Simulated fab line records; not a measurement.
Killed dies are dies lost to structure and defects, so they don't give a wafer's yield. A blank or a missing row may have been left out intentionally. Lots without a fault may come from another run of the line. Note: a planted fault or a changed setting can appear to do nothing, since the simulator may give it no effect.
Problem report, 8D (eight disciplines) form, completed by code :: flow n5_finfet :: the parts of the form that need people (team, actions taken, sign-off) are left out

== 1. WHAT WENT WRONG ==
Wafers without a fault read 1500.0 rpm, standard deviation 1.1; spin_speed_rpm at N5_GATE_CUT_COAT_34 reads a mean of 1392.3 rpm on 6 wafers belonging to 2 lots. That puts it -98 standard deviations away from the usual mean.
The step: time 60 s, resist thk 60 nm.
First seen on wafer L172.2, day 5 22:27, on litho_track-02. The record holds 35 wafers of 12 lots with a number at this step. The rule behind "out" and "out of limits": a value lying over 4 standard deviations away from the usual mean. Any other wafer with a number is counted as sound.

== 2. WHAT IT IS, WHAT IT ISN'T ==
question: which readings at this step
is: spin_speed_rpm
is not: -

question: which lots
is: L172, L173
is not: L166, L167, L179, L182, L183, L184, L186, L187, L188, L189

question: which wafers of those lots
is: all that have a number
is not: -

question: read on which tools
is: litho_track-02
is not: litho_track-03, litho_track-05

question: when
is: from day 5 22:27
is not: up to then (6 sound wafers); but 23 sound wafers of L179, L182, L183, L184, L186, L187, L188, L189 came after

== 3. WHAT RULES OUT EACH SUSPECT ==
Counting: a tool at a process step up to the reading stays a suspect if it ran every lot that is out and no sound lot after the first of them.
- rie_diel-04 at N5_GATE_CUT_ETCH_58 (etches SiNx in CH3F/O2, target depth 17 nm, time 128.6 s): ruled out as a lasting fault. The sound lots L188 went through it after L172, its earliest lot that is out (day 5 19:24).
- litho_track-02 at N5_GATE_CUT_COAT_34 (time 60 s, resist thk 60 nm): ruled out as a lasting fault. The sound lots L184 went through it after L172, its earliest lot that is out (day 5 22:27).
Left after counting: nothing in the record.

== 4. THE CAUSE (what the simulator had put in) ==
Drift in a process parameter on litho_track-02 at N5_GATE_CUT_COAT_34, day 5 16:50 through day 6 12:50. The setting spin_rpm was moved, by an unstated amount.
Counting ruled it out, wrongly.

== 5. THE EFFECT CHAIN, in route order ==
Each row: a reading where the mean over the struck wafers with a number is more than 3 standard deviations away from the usual. Only readings for which the record gives a usual standard deviation are gone through. hours: the time from each lot's start at the first step in this table that gives one to its start at this step, as a median over the lots. sigmas: the change in usual standard deviations.
hours: 0
step: N5_GATE_CUT_COAT_34
reading: spin_speed_rpm
usual: 1500.0 rpm
on struck wafers: 1392.3
change: -107.7
sigmas: -98
Process steps it contains:
- N5_GATE_CUT_COAT_34: time 60 s, resist thk 60 nm.

== 6. WHAT WOULD HAVE CAUGHT IT SOONER ==
In this record the first reading out of limits was taken at day 5 22:27, 6 hours after the fault began at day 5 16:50.
